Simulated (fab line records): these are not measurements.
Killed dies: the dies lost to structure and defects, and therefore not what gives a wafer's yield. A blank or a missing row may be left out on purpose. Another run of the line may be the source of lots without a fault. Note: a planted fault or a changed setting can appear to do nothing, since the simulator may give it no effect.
Chamber matching :: flow nand harc :: NHARC_A_M0_DEP_32 on pecvd-01 has 3 sister chambers
The step deposits SiCN, target thk 30 nm. 3 wafers are shown with their chamber, then 7 later ones without.

WAFERS WITH THEIR CHAMBER
wafer: L084.5
chamber: 2
showerhead vpp V (V): 1340

wafer: L088.1
chamber: 0
showerhead vpp V (V): 1323

wafer: L088.3
chamber: 1
showerhead vpp V (V): 1302

WAFERS WHOSE CHAMBER IS MISSING
wafer: L088.4
showerhead vpp V (V): 1354

wafer: L090.1
showerhead vpp V (V): 1326

wafer: L090.3
showerhead vpp V (V): 1344

wafer: L090.4
showerhead vpp V (V): 1330

wafer: L096.1
showerhead vpp V (V): 1359

wafer: L096.3
showerhead vpp V (V): 1328

wafer: L096.4
showerhead vpp V (V): 1308

WHICH CHAMBER EACH ONE RAN IN
wafer: L088.4
from the rows above: can't be placed: 2 or 0
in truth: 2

wafer: L090.1
from the rows above: can't be placed: 0 or 2
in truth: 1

wafer: L090.3
from the rows above: can't be placed: 2 or 0
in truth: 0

wafer: L090.4
from the rows above: can't be placed: 0 or 2
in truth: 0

wafer: L096.1
from the rows above: can't be placed: 2 or 0
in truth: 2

wafer: L096.3
from the rows above: can't be placed: 0 or 2
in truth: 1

wafer: L096.4
from the rows above: can't be placed: 1 or 0
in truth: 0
Correctly placed: 0 of 7. Cannot be placed on the basis of these rows: 7; the candidates contain the true chamber in 5. Number placed wrongly: 0.
How it was worked out, from the rows above alone: a wafer's distance from a chamber is the root of the sum, over the readings, of the square of ((its reading less the chamber's mean) divided by the reading's scatter). The wafer belongs to the nearest chamber; if the next one is less than 2 further off, it can't be placed. The mean given for a chamber averages the wafers shown for that chamber. The scatter: root of mean squared gap, hidden wafer to nearest shown wafer, with one shown wafer a chamber.
